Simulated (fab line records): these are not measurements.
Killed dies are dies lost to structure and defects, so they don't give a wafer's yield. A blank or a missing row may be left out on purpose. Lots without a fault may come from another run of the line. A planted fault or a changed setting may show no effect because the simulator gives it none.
Chamber matching | flow n5Finfet | N5_GATE_CUT_ETCH_36 on rieDiel-01: 4 sister chambers
The step etches SiARC in CF4, target depth 13 nm, time 21.7 s. 8 wafers are shown with their chamber, then 11 later ones without.

== EACH WAFER AND ITS CHAMBER ==
wafer  | chamber | drypumpMotorCurrentA (A) | showerheadPlenumPTorr (Torr)
L083.5 | 3       | 6.3                      | 2.11
L085.6 | 1       | 5.6                      | 2.09
L087.3 | 0       | 5.1                      | 2.23
L087.6 | 0       | 5.1                      | 2.23
L089.4 | 2       | 5.4                      | 2.16
L089.5 | 1       | 5.7                      | 2.09
L089.6 | 2       | 5.4                      | 2.16
L092.2 | 3       | 6.4                      | 2.10

== WAFERS WHOSE CHAMBER IS MISSING ==
wafer  | drypumpMotorCurrentA (A) | showerheadPlenumPTorr (Torr)
L092.5 | 5.1                      | 2.23
L092.6 | 5.5                      | 2.16
L093.2 | 5.4                      | 2.16
L093.4 | 6.3                      | 2.10
L093.5 | 5.4                      | 2.16
L095.1 | 6.3                      | 2.10
L095.3 | 5.4                      | 2.16
L095.4 | 5.4                      | 2.15
L096.1 | 5.1                      | 2.22
L096.3 | 5.4                      | 2.15
L096.4 | 5.6                      | 2.09

== THE CHAMBER EACH PASSED THROUGH ==
wafer  | from the rows above | in truth
L092.5 | 0                   | 0
L092.6 | 2                   | 2
L093.2 | 2                   | 2
L093.4 | 3                   | 3
L093.5 | 2                   | 2
L095.1 | 3                   | 3
L095.3 | 2                   | 2
L095.4 | 2                   | 2
L096.1 | 0                   | 0
L096.3 | 2                   | 2
L096.4 | 1                   | 1
Placed correctly: 11 of 11. Left unplaced by these rows: 0. Wrongly placed: 0.
How it was worked out, from the rows above alone: a wafer's distance from a chamber is the root of the sum, over the readings, of the square of ((its reading less the chamber's mean) divided by the reading's scatter). If the next closest chamber is less than 2 further off than the closest, the wafer can't be placed; otherwise it belongs to the closest. Each chamber's mean is taken over the wafers shown for it. The scatter: take each reading less its chamber's mean, square it, sum over the shown wafers, divide by the number of wafers less the number of chambers, and take the root.
